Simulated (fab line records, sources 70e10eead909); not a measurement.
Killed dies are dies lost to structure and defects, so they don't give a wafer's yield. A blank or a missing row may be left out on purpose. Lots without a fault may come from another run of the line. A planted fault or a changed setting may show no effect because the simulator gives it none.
fab line records | flow nand_harc
record lots=24 wafers=72 last_day=24
route steps=1159 shown P_GATE@122 P_CONTACT@249 P_M0@278 P_M1@307 P_M2@329
lots that met no fault: from a run of the same line without faults
start_h: hours from the record's first day to the start of the lot's first wafer shown | wait_h: hours since the lot's step before | " the same as in the row above | L1.1+2: a row that stands for several wafers | - no value, or no start given | * or withheld: withheld | < > ~ a bound
route shown NAME@n: a module of which the file shows steps, and the number in the route of the first | usual: mean/standard deviation of fault-free wafers | same: alike in all rows | chamber/n: place in a boat | sites: the reading at each site | _std_site: their standard deviation | _edge_site: outer sites' mean less inner sites' | radius_mm: how far each site lies from the wafer's centre | mask NAME#n: copy n | behind: the tool/chamber that last shaped the wafer | hold: why the lot was held/for how many hours/how that ended | device: the transistor (n, p or np) that didn't switch | end of line: the same wafers' tests at the end of the route | a step without rows: its recipe alone | killed: dies lost to structure and defects at the first sort, not the wafer's yield | map: a wafer's dies, x killed, . not, _ none there
set.NAME: the setting as run; set.NAME@STEP: as run at that earlier step | model.NAME: the simulator's own value behind a step, which no gauge read
steps of the route over a sample of lots; a table a step, a row a wafer
services: from which hour (start_h, from the record's first day; less than 0 if before it) a tool's chamber was out of use, for how many hours, and why
## steps
# step NHARC_P_GATE_CD_MEAS_11
# recipe target_cd_nm=1640 landing_energy_ev=500
# usual cd_nm=1640.3/1.4
# columns lot.wafer tool chamber start_h wait_h cd_nm
L074.1 cd_sem-03 0 72.84 - 1640.1
L074.4 " 0 " " 1639.8
L074.6 " 0 " " 1640.8
L075.1 cd_sem-01 0 73.01 - 1639.7
L075.2 " 0 " " 1638.8
L075.5 " 0 " " 1640.0
L077.1 cd_sem-03 0 87.86 - 1637.1
L077.2 " 0 " " 1638.7
L077.6 " 0 " " 1638.5
L076.1 cd_sem-02 0 87.89 - 1638.9
L076.4 " 0 " " 1637.6
L076.6 " 0 " " 1637.7
L078.1 cd_sem-03 0 95.78 - 1640.9
L078.2 " 0 " " 1642.0
L078.3 " 0 " " 1641.6
L079.2 cd_sem-03 0 104.49 - 1640.8
L079.4 " 0 " " 1640.3
L079.6 " 0 " " 1639.6
L080.3 cd_sem-02 0 112.49 - 1642.0
L080.4 " 0 " " 1641.7
L080.5 " 0 " " 1642.6
L081.1 cd_sem-02 0 117.22 - 1639.4
L081.2 " 0 " " 1640.6
L081.6 " 0 " " 1639.9
L082.1 cd_sem-02 0 125.83 - 1643.7
L082.5 " 0 " " 1642.0
L082.6 " 0 " " 1641.0
L083.1 cd_sem-03 0 130.12 - 1639.7
L083.3 " 0 " " 1639.1
L083.5 " 0 " " 1640.6
L084.3 cd_sem-03 0 130.29 - 1639.8
L084.5 " 0 " " 1639.3
L084.6 " 0 " " 1640.1
L085.1 cd_sem-03 0 153.37 - 1640.7
L085.3 " 0 " " 1639.9
L085.5 " 0 " " 1639.9
L087.1 cd_sem-02 0 153.53 - 1639.6
L087.2 " 0 " " 1639.7
L087.4 " 0 " " 1641.3
L086.1 cd_sem-01 0 153.70 - 1640.7
L086.2 " 0 " " 1640.9
L086.4 " 0 " " 1640.0
L088.1 cd_sem-03 0 158.21 - 1638.9
L088.3 " 0 " " 1639.9
L088.4 " 0 " " 1638.1
L089.3 cd_sem-02 0 158.37 - 1642.8
L089.4 " 0 " " 1642.8
L089.5 " 0 " " 1643.5
L090.1 cd_sem-01 0 168.13 - 1640.3
L090.3 " 0 " " 1639.9
L090.4 " 0 " " 1640.2
L091.1 cd_sem-02 0 173.60 - 1638.0
L091.2 " 0 " " 1637.6
L091.3 " 0 " " 1639.9
L092.1 cd_sem-01 0 179.64 - 1640.0
L092.4 " 0 " " 1640.1
L092.5 " 0 " " 1638.8
L093.2 cd_sem-03 0 188.62 - 1640.8
L093.4 " 0 " " 1639.2
L093.6 " 0 " " 1639.9
L094.3 cd_sem-01 0 195.40 - 1641.3
L094.4 " 0 " " 1641.5
L094.6 " 0 " " 1641.0
L095.1 cd_sem-02 0 203.22 - 1642.4
L095.2 " 0 " " 1643.5
L095.3 " 0 " " 1640.5
L096.1 cd_sem-01 0 207.72 - 1639.6
L096.3 " 0 " " 1641.3
L096.4 " 0 " " 1640.1
L097.1 cd_sem-02 0 215.09 - 1641.0
L097.4 " 0 " " 1640.0
L097.5 " 0 " " 1640.2
# step NHARC_P_GATE_STRIP_101
# recipe time_s=20 o2_flow_sccm=500 ar_flow_sccm=0 bias_w=0 chemistry=O2
# usual drypump_motor_current_A=5.77/0.27 oes_product_au=1.002/0.007 rf_vpp_V=57.9/0.9 showerhead_plenum_p_Torr=3.57/0.15 throttle_valve_pct=17.037/0.0084
# columns lot.wafer tool chamber start_h wait_h drypump_motor_current_A oes_product_au rf_hours_counter_h rf_vpp_V showerhead_plenum_p_Torr throttle_valve_pct
L074.4 rie_diel-07 3 97.55 0.1 5.48 1.005 14 57.9 3.57 17.033
L074.1 " 1 " " 5.61 1.002 12 58.1 3.57 17.034
L074.6 " 3 " " 5.47 1.006 - 57.7 3.57 17.024
L075.2 rie_diel-02 3 97.64 0.1 6.11 1.013 41 57.7 3.67 17.039
L075.1 " 1 " " 5.49 1.003 39 56.6 3.39 17.031
L075.5 " 2 " " 5.19 0.999 - 57.5 3.27 17.047
L077.2 rie_diel-02 3 116.22 0.1 6.13 1.002 45 59.0 3.66 17.039
L077.1 " 2 " " 5.18 1.006 43 58.2 3.27 17.036
L077.6 " 0 " " 5.83 0.998 - 57.6 3.44 17.035
L076.1 rie_diel-02 2 116.80 0.1 5.16 1.002 43 55.6 3.27 17.035
L076.4 " 3 " " 6.11 1.001 45 58.0 3.66 17.050
L076.6 " 2 " " 5.13 0.999 - 58.2 3.27 17.037
L078.2 rie_diel-07 1 123.74 0.1 5.66 1.017 21 56.2 3.57 17.031
L078.1 " 2 " " 5.63 1.006 22 59.0 3.66 17.025
L078.3 " 0 " " 5.72 1.004 21 56.6 3.69 17.040
L079.4 rie_diel-01 1 129.63 0.1 5.80 1.000 29 57.7 3.70 17.029
L079.2 " 3 " " 5.67 0.997 29 58.5 3.29 17.048
L079.6 " 1 " " 5.83 1.001 - 57.8 3.70 17.030
L080.3 rie_diel-07 3 140.27 0.4 5.49 1.007 30 58.6 3.56 17.026
L080.5 " 2 " " 5.65 1.005 - 59.2 3.65 17.043
L080.4 " 3 " " 5.49 1.013 - 57.4 3.56 17.045
L081.2 rie_diel-02 2 143.79 0.1 5.17 0.999 56 57.7 3.26 17.035
L081.1 " 0 " " 5.85 0.996 58 57.2 3.44 17.031
L081.6 " 3 " " 6.11 0.995 - 57.8 3.66 17.057
L082.1 rie_diel-07 0 150.98 0.3 5.71 1.004 32 58.2 3.68 17.042
L082.6 " 2 " " 5.63 1.001 - 58.2 3.65 17.032
L082.5 " 0 " " 5.70 0.999 - 57.6 3.68 17.036
L083.1 rie_diel-01 2 155.48 0.1 5.69 0.999 2 57.9 3.71 17.017
L083.3 " 3 " " 5.72 1.005 0 57.9 3.29 17.027
L083.5 " 0 " " 6.19 1.007 - 58.2 3.61 17.033
L084.3 rie_diel-01 3 156.10 0.1 5.68 1.000 0 57.6 3.29 17.036
L084.6 " 3 " " 5.70 1.001 - 57.9 3.29 17.035
L084.5 " 0 " " 6.18 1.009 - 59.1 3.61 17.036
L087.2 rie_diel-02 3 179.27 0.1 6.09 0.983 8 57.2 3.65 17.028
L087.4 " 0 " " 5.86 0.988 8 57.0 3.43 17.047
L087.1 " 2 " " 5.17 1.007 9 58.8 3.80 17.018
L085.3 rie_diel-02 0 179.45 0.1 5.86 0.987 8 57.4 3.43 17.042
L085.1 " 3 " " 6.10 0.996 8 57.6 3.65 17.039
L085.5 " 0 " " 5.86 0.996 - 57.8 3.43 17.039
L086.4 rie_diel-01 1 179.55 0.1 5.95 0.994 9 58.1 3.69 17.043
L086.1 " 2 " " 5.73 0.991 9 57.0 3.70 17.023
L086.2 " 3 " " 5.69 0.994 7 57.8 3.29 17.037
L088.4 rie_diel-01 1 185.70 0.3 5.90 0.998 10 57.9 3.69 17.035
L088.1 " 2 " " 5.71 1.004 10 57.9 3.70 17.039
L088.3 " 0 " " 6.19 1.008 9 57.9 3.61 17.052
L089.3 rie_diel-07 3 186.42 0.7 5.47 1.006 50 57.1 3.55 17.037
L089.5 " 3 " " 5.47 1.004 - 58.6 3.55 17.040
L089.4 " 0 " " 5.71 1.001 - 57.5 3.67 17.049
L090.3 rie_diel-01 1 197.34 0.2 5.95 1.003 13 57.5 3.69 17.039
L090.1 " 0 " " 6.17 1.013 12 60.8 3.61 17.035
L090.4 " 2 " " 5.72 1.002 - 58.5 3.70 17.035
L091.3 rie_diel-01 1 202.23 0.3 5.96 1.000 15 58.6 3.69 17.028
L091.2 " 2 " " 5.70 1.004 15 57.7 3.70 17.023
L091.1 " 0 " " 6.18 1.014 14 58.0 3.61 17.032
L092.4 rie_diel-01 2 208.30 0.1 5.68 0.994 18 57.7 3.70 17.027
L092.1 " 0 " " 6.18 1.002 16 59.6 3.61 17.054
L092.5 " 2 " " 5.68 0.996 - 58.5 3.70 17.027
L093.2 rie_diel-01 1 216.13 0.1 5.87 1.005 20 58.6 3.69 17.031
L093.4 " 3 " " 5.69 1.011 10 58.1 3.29 17.029
L093.6 " 0 " " 6.20 1.018 - 56.5 3.61 17.040
L094.4 rie_diel-01 0 220.91 0.1 6.17 1.004 18 59.0 3.61 17.039
L094.3 " 2 " " 5.72 0.995 20 58.9 3.70 17.039
L094.6 " 1 " " 5.82 1.002 - 58.6 3.69 17.031
L095.2 rie_diel-01 0 228.47 0.1 6.18 0.999 19 56.7 3.60 17.045
L095.1 " 1 " " 5.93 1.001 21 56.2 3.69 17.032
L095.3 " 3 " " 5.68 1.000 11 57.7 3.29 17.049
L096.4 rie_diel-01 2 232.55 0.1 5.70 0.991 21 58.3 3.70 17.053
L096.3 " 3 " " 5.67 1.003 11 57.3 3.29 17.043
L096.1 " 1 " " 5.83 0.999 21 58.0 3.69 17.029
L097.1 rie_diel-07 1 239.93 0.1 5.60 1.006 1 57.3 3.57 17.041
L097.4 " 2 " " 5.63 0.991 1 57.8 3.63 17.053
L097.5 " 1 " " 5.63 0.991 - 57.2 3.57 17.055
# step NHARC_P_CONTACT_CMP_24
# recipe t_overpolish_s=30 target_thk_nm=200
# usual motor_current_A=12.2/1.2 overpolish_run_s=30.000/0.01 time_to_endpoint_s=40.3/2.1
# columns lot.wafer tool chamber start_h wait_h motor_current_A overpolish_run_s time_to_endpoint_s
L075.2 cmp-04 0 119.46 0.5 11.3 29.997 39.5
L075.1 " 2 " " 11.6 30.018 42.0
L075.5 " 0 " " 12.0 29.999 39.0
L074.1 cmp-02 3 119.95 0.6 14.7 30.008 40.8
L074.4 " 2 " " 10.2 29.996 37.0
L074.6 " 0 " " 13.8 30.011 40.7
L077.1 cmp-04 3 132.60 0.5 13.1 29.989 39.4
L077.2 " 2 " " 11.5 30.009 40.2
L077.6 " 3 " " 12.7 30.025 37.2
L076.4 cmp-02 2 132.67 0.4 10.4 29.998 39.7
L076.1 " 3 " " 14.3 29.999 39.5
L076.6 " 2 " " 10.2 30.011 41.2
L078.1 cmp-03 3 135.70 0.6 12.1 29.979 37.2
L078.3 " 1 " " 13.9 29.993 39.8
L078.2 " 2 " " 13.0 30.013 38.7
L079.4 cmp-02 2 142.96 0.3 10.3 30.016 37.2
L079.2 " 0 " " 13.2 29.982 40.0
L079.6 " 2 " " 9.5 30.002 37.9
L080.3 cmp-04 1 155.88 0.4 11.4 30.013 40.5
L080.4 " 2 " " 11.6 30.001 39.9
L080.5 " 0 " " 11.5 29.997 42.0
L081.2 cmp-02 1 156.39 0.5 12.0 29.994 38.2
L081.1 " 0 " " 13.3 30.024 36.9
L081.6 " 2 " " 9.7 29.996 38.7
L082.1 cmp-04 1 164.65 0.6 11.9 29.984 41.1
L082.5 " 1 " " 11.3 30.023 39.4
L082.6 " 2 " " 11.5 30.002 38.0
L083.3 cmp-02 3 167.50 0.3 13.7 29.988 35.7
L083.1 " 1 " " 13.0 29.989 38.8
L083.5 " 0 " " 12.9 29.987 38.9
L084.3 cmp-02 2 168.87 0.4 10.4 29.998 41.4
L084.5 " 3 " " 14.2 29.992 40.1
L084.6 " 0 " " 12.5 29.980 42.9
L087.4 cmp-04 1 191.36 0.4 11.7 30.002 38.7
L087.1 " 2 " " 11.5 29.984 39.5
L087.2 " 0 " " 11.5 29.997 37.5
L085.1 cmp-02 0 192.61 0.6 12.5 29.997 42.3
L085.3 " 1 " " 12.0 29.994 41.3
L085.5 " 1 " " 12.8 30.009 41.2
L086.2 cmp-04 1 193.19 0.6 11.1 30.009 41.1
L086.4 " 3 " " 12.4 30.002 38.7
L086.1 " 0 " " 12.1 29.991 37.4
L089.4 cmp-03 2 201.82 0.3 12.4 30.009 43.5
L089.3 " 0 " " 9.5 29.992 42.0
L089.5 " 1 " " 13.7 29.996 41.5
L088.3 cmp-02 0 202.34 0.3 13.7 30.009 40.4
L088.1 " 2 " " 10.4 30.005 39.5
L088.4 " 3 " " 13.6 30.000 39.8
L090.4 cmp-04 3 211.49 0.4 13.0 30.005 41.7
L090.1 " 0 " " 11.3 30.005 39.7
L090.3 " 2 " " 11.6 30.009 38.9
L091.2 cmp-02 0 215.74 0.5 12.5 30.008 41.1
L091.3 " 1 " " 12.2 30.002 40.0
L091.1 " 3 " " 14.0 30.008 41.4
L092.1 cmp-04 0 223.14 0.5 11.8 30.006 40.6
L092.4 " 1 " " 11.5 30.000 44.5
L092.5 " 3 " " 12.9 29.992 45.0
L093.4 cmp-04 2 231.83 0.3 10.9 29.991 43.8
L093.2 " 3 " " 12.8 29.991 43.0
L093.6 " 2 " " 11.5 30.004 43.9
L094.3 cmp-02 0 236.72 0.4 12.9 29.981 41.4
L094.4 " 2 " " 9.7 29.987 40.0
L094.6 " 0 " " 12.7 29.989 39.7
L095.3 cmp-03 3 243.88 0.3 12.6 29.999 40.2
L095.1 " 1 " " 13.9 30.006 44.3
L095.2 " 2 " " 13.7 29.985 42.5
L096.3 cmp-04 0 244.87 0.3 12.2 30.006 39.9
L096.1 " 1 " " 11.3 29.987 38.4
L096.4 " 2 " " 11.6 29.976 37.6
L097.1 cmp-03 2 253.88 0.5 14.0 29.993 44.0
L097.4 " 0 " " 10.2 29.991 40.9
L097.5 " 2 " " 13.4 29.991 42.2
# step NHARC_P_M0_CMP_23
# recipe t_overpolish_s=20 target_thk_nm=117.53
# usual motor_current_A=12.1/1 time_to_endpoint_s=28.7/2
# columns lot.wafer tool chamber start_h wait_h motor_current_A time_to_endpoint_s
L075.2 cmp-04 3 123.17 - 13.3 29.6
L075.1 " 0 " " 11.6 28.5
L075.5 " 3 " " 12.8 26.4
L074.1 cmp-01 2 123.60 - 12.0 26.8
L074.4 " 3 " " 10.9 27.5
L074.6 " 1 " " 11.9 23.6
L076.4 cmp-04 1 136.20 - 11.8 29.5
L076.1 " 2 " " 12.0 28.6
L076.6 " 3 " " 12.9 29.0
L077.1 cmp-01 1 136.52 - 12.4 31.5
L077.2 " 3 " " 11.0 30.0
L077.6 " 2 " " 11.5 29.3
L078.3 cmp-04 2 139.13 - 11.5 25.2
L078.1 " 0 " " 12.0 27.8
L078.2 " 1 " " 11.4 31.1
L079.2 cmp-01 3 146.47 - 11.3 23.8
L079.4 " 0 " " 12.6 21.6
L079.6 " 3 " " 11.4 26.4
L080.4 cmp-01 3 159.37 - 10.7 29.3
L080.3 " 1 " " 12.5 27.1
L080.5 " 2 " " 11.5 28.1
L081.1 cmp-01 1 159.98 - 12.8 27.4
L081.2 " 0 " " 12.5 27.8
L081.6 " 2 " " 12.0 29.1
L082.1 cmp-03 2 168.13 - 12.6 29.7
L082.6 " 3 " " 13.6 26.2
L082.5 " 0 " " 9.7 27.5
L083.1 cmp-04 3 170.99 - 13.5 28.7
L083.3 " 1 " " 11.1 29.0
L083.5 " 0 " " 11.5 29.8
L084.3 cmp-01 0 172.25 - 12.5 29.3
L084.5 " 1 " " 12.7 26.7
L084.6 " 2 " " 11.8 31.0
L087.4 cmp-04 3 194.74 - 13.4 30.0
L087.2 " 0 " " 12.2 28.2
L087.1 " 2 " " 11.5 28.7
L085.1 cmp-01 3 196.12 - 11.5 31.8
L085.3 " 1 " " 12.8 29.4
L085.5 " 0 " " 11.9 31.9
L086.1 cmp-03 3 197.00 - 12.2 27.0
L086.2 " 1 " " 14.1 30.1
L086.4 " 2 " " 12.7 30.4
L089.3 cmp-03 0 205.34 - 9.8 25.8
L089.4 " 3 " " 12.8 27.1
L089.5 " 0 " " 9.9 31.2
L088.4 cmp-03 0 206.17 - 9.7 29.4
L088.3 " 1 " " 14.1 30.7
L088.1 " 2 " " 13.6 31.6
L090.1 cmp-03 2 215.05 - 12.9 29.4
L090.4 " 0 " " 10.1 27.5
L090.3 " 1 " " 14.2 26.7
L091.1 cmp-04 3 219.29 - 13.3 28.2
L091.2 " 0 " " 12.3 29.4
L091.3 " 1 " " 11.4 28.8
L092.1 cmp-04 0 226.65 - 12.2 30.3
L092.4 " 1 " " 11.3 27.8
L092.5 " 3 " " 13.5 28.9
L093.4 cmp-04 3 235.37 - 12.4 25.4
L093.2 " 0 " " 11.7 26.7
L093.6 " 3 " " 13.1 26.6
L094.4 cmp-01 0 240.29 - 12.2 27.2
L094.3 " 1 " " 12.2 27.5
L094.6 " 2 " " 11.8 27.1
L095.3 cmp-01 0 247.43 - 12.6 27.8
L095.1 " 1 " " 11.9 29.6
L095.2 " 2 " " 12.1 27.5
L096.4 cmp-03 1 248.67 - 14.2 30.7
L096.1 " 3 " " 12.8 29.3
L096.3 " 0 " " 9.8 30.5
L097.1 cmp-01 3 257.41 - 11.4 31.7
L097.4 " 0 " " 12.5 30.3
L097.5 " 1 " " 12.3 30.8
# step NHARC_P_M1_PVD_20
# recipe target_thk_a=50 bias_v=168.6 power_w=15000 chamber_pressure_pa=0.12 time_s=8.06 substrate_temp_c=50 material=TaN
# usual throttle_valve_pct=30.6/0.73
# columns lot.wafer tool chamber start_h wait_h throttle_valve_pct
L075.2 pvd_sputter-02 - - - 29.7
L075.1 " - " " 31.5
L075.5 " - " " 31.1
L074.4 pvd_sputter-03 - - - 30.7
L074.1 " - " " 29.8
L074.6 " - " " 30.7
L076.4 pvd_sputter-03 - - - 31.8
L076.1 " - " " 29.5
L076.6 " - " " 31.8
L077.2 pvd_sputter-02 - - - 29.7
L077.1 " - " " 29.4
L077.6 " - " " 29.5
L078.1 pvd_sputter-01 - - - 30.4
L078.3 " - " " 30.4
L078.2 " - " " 30.1
L079.4 pvd_sputter-02 - - - 29.8
L079.2 " - " " 31.2
L079.6 " - " " 29.3
L080.3 pvd_sputter-02 - - - 31.5
L080.4 " - " " 29.6
L080.5 " - " " 31.6
L081.1 pvd_sputter-03 - - - 29.8
L081.2 " - " " 30.2
L081.6 " - " " 30.9
L082.1 pvd_sputter-03 - - - 30.8
L082.5 " - " " 30.2
L082.6 " - " " 31.6
L083.3 pvd_sputter-03 - - - 29.5
L083.1 " - " " 29.9
L083.5 " - " " 30.6
L084.3 pvd_sputter-01 - - - 31.1
L084.5 " - " " 30.4
L084.6 " - " " 30.1
L087.2 pvd_sputter-01 - - - 30.9
L087.1 " - " " 30.1
L087.4 " - " " 30.9
L085.3 pvd_sputter-03 - - - 29.7
L085.1 " - " " 30.5
L085.5 " - " " 31.5
L086.2 pvd_sputter-03 - - - 29.9
L086.4 " - " " 30.1
L086.1 " - " " 31.7
L089.4 pvd_sputter-01 - - - 30.2
L089.3 " - " " 30.0
L089.5 " - " " 30.1
L088.1 pvd_sputter-02 - - - 29.6
L088.4 " - " " 31.6
L088.3 " - " " 31.3
L090.1 pvd_sputter-03 - - - 31.7
L090.4 " - " " 30.5
L090.3 " - " " 30.3
L091.2 pvd_sputter-01 - - - 30.3
L091.3 " - " " 30.7
L091.1 " - " " 31.1
L092.4 pvd_sputter-01 - - - 30.2
L092.1 " - " " 30.5
L092.5 " - " " 30.7
L093.2 pvd_sputter-02 - - - 31.4
L093.4 " - " " 29.8
L093.6 " - " " 31.1
L094.4 pvd_sputter-01 - - - 30.8
L094.3 " - " " 30.2
L094.6 " - " " 30.7
L095.3 pvd_sputter-01 - - - 30.9
L095.1 " - " " 31.2
L095.2 " - " " 30.0
L096.1 pvd_sputter-02 - - - 31.4
L096.4 " - " " 29.9
L096.3 " - " " 31.1
L097.4 pvd_sputter-01 - - - 31.0
L097.1 " - " " 30.1
L097.5 " - " " 30.6
# step NHARC_P_M2_OVL_MEAS_10
# recipe pitch_nm=340
# usual overlay_x_nm=0.0/0.77 overlay_y_nm=-0.1/0.84
# columns lot.wafer tool chamber start_h wait_h overlay_x_nm overlay_y_nm
L075.1 overlay-01 - 129.15 - -0.6 -0.4
L075.2 " - " " -1.1 -0.2
L075.5 " - " " -0.1 -0.5
L074.1 overlay-01 - 129.61 - 0.7 -0.3
L074.4 " - " " 0.7 0.1
L074.6 " - " " 1.0 -0.4
L076.1 overlay-02 - 142.12 - -0.2 -0.7
L076.4 " - " " 0.3 -0.4
L076.6 " - " " 0.3 -0.9
L077.1 overlay-02 - 142.46 - -0.7 -0.6
L077.2 " - " " -0.3 -0.8
L077.6 " - " " 0.1 -0.7
L078.1 overlay-01 - 145.12 - -0.5 -1.0
L078.2 " - " " -0.5 -0.9
L078.3 " - " " -0.7 -1.1
L079.2 overlay-01 - 152.64 - -0.5 0.4
L079.4 " - " " -0.8 0.5
L079.6 " - " " -0.6 0.0
L080.3 overlay-01 - 165.31 - -0.7 1.6
L080.4 " - " " 0.0 1.6
L080.5 " - " " -0.4 1.2
L081.1 overlay-02 - 166.18 - -0.3 1.2
L081.2 " - " " -1.1 0.7
L081.6 " - " " -0.5 0.8
L082.1 overlay-02 - 174.55 - 0.5 -0.1
L082.5 " - " " 0.6 0.3
L082.6 " - " " 0.1 0.3
L083.1 overlay-02 - 177.10 - 0.5 0.7
L083.3 " - " " 1.2 0.7
L083.5 " - " " 1.2 0.5
L084.3 overlay-02 - 178.24 - 0.4 -1.2
L084.5 " - " " 1.0 -1.6
L084.6 " - " " 1.6 -1.0
L087.1 overlay-01 - 202.50 - 0.0 -0.2
L087.2 " - " " -0.2 -0.3
L087.4 " - " " 0.8 -0.6
L085.1 overlay-02 - 202.84 - -1.2 0.3
L085.3 " - " " -1.1 0.5
L085.5 " - " " -1.4 0.1
L086.1 overlay-02 - 203.60 - 0.3 0.9
L086.2 " - " " 0.0 0.1
L086.4 " - " " -0.2 -0.1
L089.3 overlay-01 - 212.63 - -0.9 -1.3
L089.4 " - " " -0.7 -0.4
L089.5 " - " " -0.5 -1.7
L088.1 overlay-02 - 213.46 - -0.5 -1.8
L088.3 " - " " -0.1 -1.6
L088.4 " - " " 0.2 -1.4
L090.1 overlay-01 - 221.38 - 0.4 -0.4
L090.3 " - " " 0.3 -0.2
L090.4 " - " " 0.3 -0.2
L091.1 overlay-02 - 225.62 - 1.1 -1.1
L091.2 " - " " 0.9 -0.8
L091.3 " - " " 0.6 -1.2
L092.1 overlay-01 - 232.60 - -0.8 -0.1
L092.4 " - " " -0.3 -0.5
L092.5 " - " " 0.0 -0.3
L093.2 overlay-01 - 241.61 - -0.4 -1.3
L093.4 " - " " -0.3 -1.0
L093.6 " - " " -0.4 -0.9
L094.3 overlay-02 - 246.98 - 0.8 0.8
L094.4 " - " " 0.2 1.0
L094.6 " - " " -0.4 0.5
L095.1 overlay-01 - 253.60 - 2.0 0.6
L095.2 " - " " 1.8 0.7
L095.3 " - " " 1.8 0.7
L096.1 overlay-01 - 254.82 - 0.6 1.0
L096.3 " - " " 0.6 0.6
L096.4 " - " " 1.1 0.4
L097.1 overlay-02 - 263.40 - -1.1 0.6
L097.4 " - " " -0.8 0.7
L097.5 " - " " -1.2 1.1
## services
# columns tool chamber start_h hours kind
cmp-04 - 76.17 0.5 repair
cmp-01 - 81.57 4.0 pm
cmp-02 - 82.53 1.8 repair
cmp-01 - 95.82 0.6 repair
cmp-04 - 105.17 4.0 pm
cmp-02 - 128.50 4.0 pm
cmp-02 - 134.29 1.5 repair
rie_diel-01 - 137.80 9.0 pm
cmp-02 - 145.79 3.1 repair
cmp-03 - 156.00 4.0 pm
pvd_sputter-01 - 158.00 10.0 pm
cmp-02 - 173.00 0.4 repair
cmp-03 - 178.00 1.1 repair
cmp-01 - 179.57 4.0 pm
cmp-04 - 181.05 0.7 repair
cmp-02 - 195.89 4.7 repair
cmp-04 - 203.17 4.0 pm
cmp-01 - 219.08 0.4 repair
cmp-02 - 226.50 4.0 pm
cmp-01 - 228.56 0.8 repair
cmp-02 - 233.37 2.2 repair
rie_diel-01 0 235.40 6.1 repair
cmp-04 - 242.97 0.8 repair
cmp-03 - 254.00 4.0 pm
## key
fault none
